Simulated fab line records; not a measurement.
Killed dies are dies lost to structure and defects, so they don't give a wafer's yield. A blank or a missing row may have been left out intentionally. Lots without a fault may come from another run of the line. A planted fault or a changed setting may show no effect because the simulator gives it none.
Chamber matching / flow n5-finfet / 4 sister chambers for N5_SD_EPI_N_LINER_46 on ald-sin-03
The step material SiNx, target thk 3 nm. 27 wafers are shown with their chamber, then 12 later ones without.

== WAFERS, EACH WITH ITS CHAMBER ==
wafer=L074.1; chamber=1; heater-power-w (W)=833; chamber-pressure-Torr (Torr)=2.006
wafer=L074.3; chamber=0; heater-power-w (W)=835; chamber-pressure-Torr (Torr)=1.997
wafer=L074.6; chamber=3; heater-power-w (W)=921; chamber-pressure-Torr (Torr)=2.002
wafer=L075.1; chamber=3; heater-power-w (W)=903; chamber-pressure-Torr (Torr)=2.000
wafer=L075.4; chamber=1; heater-power-w (W)=829; chamber-pressure-Torr (Torr)=2.001
wafer=L075.5; chamber=0; heater-power-w (W)=813; chamber-pressure-Torr (Torr)=1.998
wafer=L076.4; chamber=2; heater-power-w (W)=1009; chamber-pressure-Torr (Torr)=1.999
wafer=L076.5; chamber=0; heater-power-w (W)=825; chamber-pressure-Torr (Torr)=2.000
wafer=L076.6; chamber=3; heater-power-w (W)=882; chamber-pressure-Torr (Torr)=2.000
wafer=L077.2; chamber=1; heater-power-w (W)=825; chamber-pressure-Torr (Torr)=2.000
wafer=L077.3; chamber=2; heater-power-w (W)=1016; chamber-pressure-Torr (Torr)=1.995
wafer=L077.6; chamber=1; heater-power-w (W)=811; chamber-pressure-Torr (Torr)=2.001
wafer=L079.1; chamber=2; heater-power-w (W)=1021; chamber-pressure-Torr (Torr)=2.005
wafer=L079.4; chamber=1; heater-power-w (W)=833; chamber-pressure-Torr (Torr)=1.999
wafer=L079.5; chamber=0; heater-power-w (W)=823; chamber-pressure-Torr (Torr)=1.995
wafer=L082.3; chamber=1; heater-power-w (W)=805; chamber-pressure-Torr (Torr)=1.995
wafer=L082.5; chamber=0; heater-power-w (W)=777; chamber-pressure-Torr (Torr)=1.996
wafer=L082.6; chamber=3; heater-power-w (W)=933; chamber-pressure-Torr (Torr)=2.001
wafer=L083.2; chamber=3; heater-power-w (W)=921; chamber-pressure-Torr (Torr)=2.005
wafer=L083.3; chamber=2; heater-power-w (W)=996; chamber-pressure-Torr (Torr)=2.000
wafer=L083.5; chamber=3; heater-power-w (W)=939; chamber-pressure-Torr (Torr)=1.998
wafer=L086.2; chamber=1; heater-power-w (W)=804; chamber-pressure-Torr (Torr)=1.998
wafer=L086.3; chamber=2; heater-power-w (W)=963; chamber-pressure-Torr (Torr)=2.002
wafer=L086.6; chamber=2; heater-power-w (W)=989; chamber-pressure-Torr (Torr)=2.001
wafer=L087.1; chamber=0; heater-power-w (W)=775; chamber-pressure-Torr (Torr)=1.998
wafer=L087.5; chamber=2; heater-power-w (W)=980; chamber-pressure-Torr (Torr)=2.004
wafer=L087.6; chamber=1; heater-power-w (W)=783; chamber-pressure-Torr (Torr)=2.007

SIGNATURES (means of the wafers above)
reading=heater-power-w; chamber 0=808.00; chamber 1=815.38; chamber 2=996.29; chamber 3=916.50; scatter within a chamber=21.2
reading=chamber-pressure-Torr; chamber 0=1.99733; chamber 1=2.00088; chamber 2=2.00086; chamber 3=2.00100; scatter within a chamber=0.0031
Rule: for each reading, subtract the chamber's mean from the wafer's reading, divide by that reading's scatter and square the result; add these up over the readings and take the root, which gives the wafer's distance from the chamber. The wafer belongs to the nearest chamber; if the next one is less than 2 further off, it can't be placed. How the scatter is found: for the shown wafers, subtract from each reading the mean of its chamber, square and add these, divide the total by (wafers less chambers), then take the root.

== WAFERS WITHOUT THEIR CHAMBER ==
wafer=L088.4; heater-power-w (W)=771; chamber-pressure-Torr (Torr)=2.000
wafer=L088.5; heater-power-w (W)=791; chamber-pressure-Torr (Torr)=2.001
wafer=L088.6; heater-power-w (W)=981; chamber-pressure-Torr (Torr)=1.997
wafer=L091.2; heater-power-w (W)=910; chamber-pressure-Torr (Torr)=1.999
wafer=L091.4; heater-power-w (W)=786; chamber-pressure-Torr (Torr)=2.002
wafer=L091.6; heater-power-w (W)=913; chamber-pressure-Torr (Torr)=2.008
wafer=L094.1; heater-power-w (W)=1002; chamber-pressure-Torr (Torr)=2.000
wafer=L094.4; heater-power-w (W)=765; chamber-pressure-Torr (Torr)=1.996
wafer=L094.5; heater-power-w (W)=808; chamber-pressure-Torr (Torr)=1.993
wafer=L097.3; heater-power-w (W)=791; chamber-pressure-Torr (Torr)=2.000
wafer=L097.4; heater-power-w (W)=904; chamber-pressure-Torr (Torr)=2.002
wafer=L097.5; heater-power-w (W)=1014; chamber-pressure-Torr (Torr)=1.996

== CHAMBER TAKEN BY EACH ==
wafer=L088.4; from the rows above=can't be placed: 0 or 1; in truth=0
wafer=L088.5; from the rows above=can't be placed: 1 or 0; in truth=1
wafer=L088.6; from the rows above=can't be placed: 2 or 3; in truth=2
wafer=L091.2; from the rows above=3; in truth=3
wafer=L091.4; from the rows above=can't be placed: 1 or 0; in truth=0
wafer=L091.6; from the rows above=3; in truth=3
wafer=L094.1; from the rows above=2; in truth=2
wafer=L094.4; from the rows above=can't be placed: 0 or 1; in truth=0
wafer=L094.5; from the rows above=can't be placed: 0 or 1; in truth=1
wafer=L097.3; from the rows above=can't be placed: 0 or 1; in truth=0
wafer=L097.4; from the rows above=3; in truth=3
wafer=L097.5; from the rows above=2; in truth=2
Correctly placed: 5 of 12. Not placeable from these rows: 7 (in 7, the candidates include the true chamber). Wrongly placed: 0.
